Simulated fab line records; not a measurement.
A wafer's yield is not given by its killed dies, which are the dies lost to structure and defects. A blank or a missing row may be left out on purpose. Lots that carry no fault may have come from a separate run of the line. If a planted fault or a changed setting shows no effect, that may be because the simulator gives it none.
Lot-split experiment / flow n5 finfet / 7 lots, 39 wafers read, on a route of 1938 steps

## ABOUT THE SPLIT
At N5_FIN_SAQP_ETCH_52 (etches SOC in N2/H2, target depth 100 nm, overetch 20 nm, time 150 s), the setting source w was moved away from the recipe's 840 W on 9 of the 39 wafers read, by -18.1% to +14.1%. All remaining wafers had this setting at the recipe value.

The split's own step is where the reading is taken.

## THE READING
rf vpp V, in V, at N5_FIN_SAQP_ETCH_52 (etches SOC in N2/H2, target depth 100 nm, overetch 20 nm, time 150 s). On this fab line, fault-free wafers typically give 524.6 V with a standard deviation of 2.7 V.

wafer=L075.1; tool, chamber at the split=rie diel-06, 2; source w as run, W=840; against the recipe=recipe; rf vpp V, V=527.6; against lot-mates on the recipe=-
wafer=L075.2; tool, chamber at the split=rie diel-06, 3; source w as run, W=840; against the recipe=recipe; rf vpp V, V=525.3; against lot-mates on the recipe=-
wafer=L075.3; tool, chamber at the split=rie diel-06, 1; source w as run, W=840; against the recipe=recipe; rf vpp V, V=522.4; against lot-mates on the recipe=-
wafer=L075.4; tool, chamber at the split=rie diel-06, 0; source w as run, W=840; against the recipe=recipe; rf vpp V, V=522.6; against lot-mates on the recipe=-
wafer=L075.5; tool, chamber at the split=rie diel-06, 0; source w as run, W=840; against the recipe=recipe; rf vpp V, V=521.7; against lot-mates on the recipe=-
wafer=L075.6; tool, chamber at the split=rie diel-06, 3; source w as run, W=840; against the recipe=recipe; rf vpp V, V=523.7; against lot-mates on the recipe=-
wafer=L083.1; tool, chamber at the split=rie diel-02, 0; source w as run, W=687.7; against the recipe=-18.1%; rf vpp V, V=555.6; against lot-mates on the recipe=+30.3
wafer=L083.2; tool, chamber at the split=rie diel-02, 1; source w as run, W=840; against the recipe=recipe; rf vpp V, V=527.0; against lot-mates on the recipe=-
wafer=L083.3; tool, chamber at the split=rie diel-02, 2; source w as run, W=687.7; against the recipe=-18.1%; rf vpp V, V=564.0; against lot-mates on the recipe=+38.7
wafer=L083.4; tool, chamber at the split=rie diel-02, 3; source w as run, W=687.7; against the recipe=-18.1%; rf vpp V, V=557.9; against lot-mates on the recipe=+32.6
wafer=L083.5; tool, chamber at the split=rie diel-02, 2; source w as run, W=840; against the recipe=recipe; rf vpp V, V=527.5; against lot-mates on the recipe=-
wafer=L083.6; tool, chamber at the split=rie diel-02, 3; source w as run, W=840; against the recipe=recipe; rf vpp V, V=521.4; against lot-mates on the recipe=-
wafer=L084.1; tool, chamber at the split=rie diel-02, 0; source w as run, W=840; against the recipe=recipe; rf vpp V, V=520.2; against lot-mates on the recipe=-
wafer=L084.2; tool, chamber at the split=rie diel-02, 3; source w as run, W=840; against the recipe=recipe; rf vpp V, V=520.2; against lot-mates on the recipe=-
wafer=L084.3; tool, chamber at the split=rie diel-02, 2; source w as run, W=840; against the recipe=recipe; rf vpp V, V=527.5; against lot-mates on the recipe=-
wafer=L084.4; tool, chamber at the split=rie diel-02, 1; source w as run, W=840; against the recipe=recipe; rf vpp V, V=527.0; against lot-mates on the recipe=-
wafer=L084.5; tool, chamber at the split=rie diel-02, 2; source w as run, W=840; against the recipe=recipe; rf vpp V, V=527.2; against lot-mates on the recipe=-
wafer=L084.6; tool, chamber at the split=rie diel-02, 3; source w as run, W=840; against the recipe=recipe; rf vpp V, V=522.9; against lot-mates on the recipe=-
wafer=L086.1; tool, chamber at the split=rie diel-01, 3; source w as run, W=840; against the recipe=recipe; rf vpp V, V=528.0; against lot-mates on the recipe=-
wafer=L086.2; tool, chamber at the split=rie diel-01, 0; source w as run, W=840; against the recipe=recipe; rf vpp V, V=520.8; against lot-mates on the recipe=-
wafer=L086.4; tool, chamber at the split=rie diel-01, 1; source w as run, W=840; against the recipe=recipe; rf vpp V, V=528.5; against lot-mates on the recipe=-
wafer=L092.1; tool, chamber at the split=rie diel-01, 2; source w as run, W=840; against the recipe=recipe; rf vpp V, V=526.0; against lot-mates on the recipe=-
wafer=L092.2; tool, chamber at the split=rie diel-01, 0; source w as run, W=840; against the recipe=recipe; rf vpp V, V=520.7; against lot-mates on the recipe=-
wafer=L092.3; tool, chamber at the split=rie diel-01, 3; source w as run, W=840; against the recipe=recipe; rf vpp V, V=526.5; against lot-mates on the recipe=-
wafer=L092.4; tool, chamber at the split=rie diel-01, 1; source w as run, W=840; against the recipe=recipe; rf vpp V, V=528.3; against lot-mates on the recipe=-
wafer=L092.5; tool, chamber at the split=rie diel-01, 1; source w as run, W=840; against the recipe=recipe; rf vpp V, V=528.4; against lot-mates on the recipe=-
wafer=L092.6; tool, chamber at the split=rie diel-01, 0; source w as run, W=840; against the recipe=recipe; rf vpp V, V=521.6; against lot-mates on the recipe=-
wafer=L094.1; tool, chamber at the split=rie diel-01, 0; source w as run, W=840; against the recipe=recipe; rf vpp V, V=520.2; against lot-mates on the recipe=-
wafer=L094.2; tool, chamber at the split=rie diel-01, 1; source w as run, W=764.7; against the recipe=-9.0%; rf vpp V, V=544.7; against lot-mates on the recipe=+22.6
wafer=L094.3; tool, chamber at the split=rie diel-01, 2; source w as run, W=840; against the recipe=recipe; rf vpp V, V=525.4; against lot-mates on the recipe=-
wafer=L094.4; tool, chamber at the split=rie diel-01, 2; source w as run, W=764.7; against the recipe=-9.0%; rf vpp V, V=541.6; against lot-mates on the recipe=+19.5
wafer=L094.5; tool, chamber at the split=rie diel-01, 1; source w as run, W=764.7; against the recipe=-9.0%; rf vpp V, V=545.4; against lot-mates on the recipe=+23.3
wafer=L094.6; tool, chamber at the split=rie diel-01, 0; source w as run, W=840; against the recipe=recipe; rf vpp V, V=520.6; against lot-mates on the recipe=-
wafer=L097.1; tool, chamber at the split=rie diel-06, 3; source w as run, W=840; against the recipe=recipe; rf vpp V, V=523.6; against lot-mates on the recipe=-
wafer=L097.2; tool, chamber at the split=rie diel-06, 1; source w as run, W=958.6; against the recipe=+14.1%; rf vpp V, V=500.6; against lot-mates on the recipe=-24.0
wafer=L097.3; tool, chamber at the split=rie diel-06, 0; source w as run, W=840; against the recipe=recipe; rf vpp V, V=523.0; against lot-mates on the recipe=-
wafer=L097.4; tool, chamber at the split=rie diel-06, 2; source w as run, W=840; against the recipe=recipe; rf vpp V, V=527.3; against lot-mates on the recipe=-
wafer=L097.5; tool, chamber at the split=rie diel-06, 2; source w as run, W=958.6; against the recipe=+14.1%; rf vpp V, V=502.5; against lot-mates on the recipe=-22.1
wafer=L097.6; tool, chamber at the split=rie diel-06, 3; source w as run, W=958.6; against the recipe=+14.1%; rf vpp V, V=500.9; against lot-mates on the recipe=-23.7

FIT RESULTS
A straight line over all 39 wafers: rf vpp V changes by -1.85 V for each +1% of source w; r = -0.97; the points scatter about the line by 3.1 V.
The same after taking each lot's own level away (the mean of its wafers on the recipe; 39 wafers): -1.86 V for each +1%; r = -0.97; scatter 3.2 V.
According to that fit, moving source w by its largest amount changes the reading by 34 V.
The lots' own levels span 522.07 to 525.77 V, that is 1.4 times the standard deviation above.
So the lot-to-lot level changes the slope little: the two slopes agree.
Check: with one of the wafers moved furthest among these (-18.1%) left out of the fit, the line predicts +35.3 V for it against its lot-mates. It came out at +30.3 V against them.
Tool readings at the split's step, against how far the setting was moved: rf vpp V r = -0.97.

## OTHER SPLITS ON THESE WAFERS
Before the reading, these wafers also passed through other splits. Each is held against what the fit with the lots' levels taken away leaves over:
other split on the same wafers=N5_FIN_SAQP_EXPOSE_13 dose mj; wafers away from the commonest value=18; r with rf vpp V (lot level and that fit taken away)=+0.10

## THE WHOLE CHAIN: every reading that the file lists as answering this split, in the file's order
step=N5_FIN_SAQP_ETCH_52; what it does=etches SOC in N2/H2, target depth 100 nm, overetch 20 nm, time 150 s; reading=rf vpp V; change (the file's fit)=-1.87 V for each +1% of the setting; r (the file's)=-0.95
step=N5_FIN_SAQP_ETCH_52; what it does=etches SOC in N2/H2, target depth 100 nm, overetch 20 nm, time 150 s; reading=SiARC_of_FIN_SAQP_COAT_50.thk nm (the simulator's own value, which no gauge read); change (the file's fit)=-0.0323 nm for each +1% of the setting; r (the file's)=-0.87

## FILE'S OWN FIT
rf vpp V changes by -1.87 V for each +1% of source w, r = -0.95.
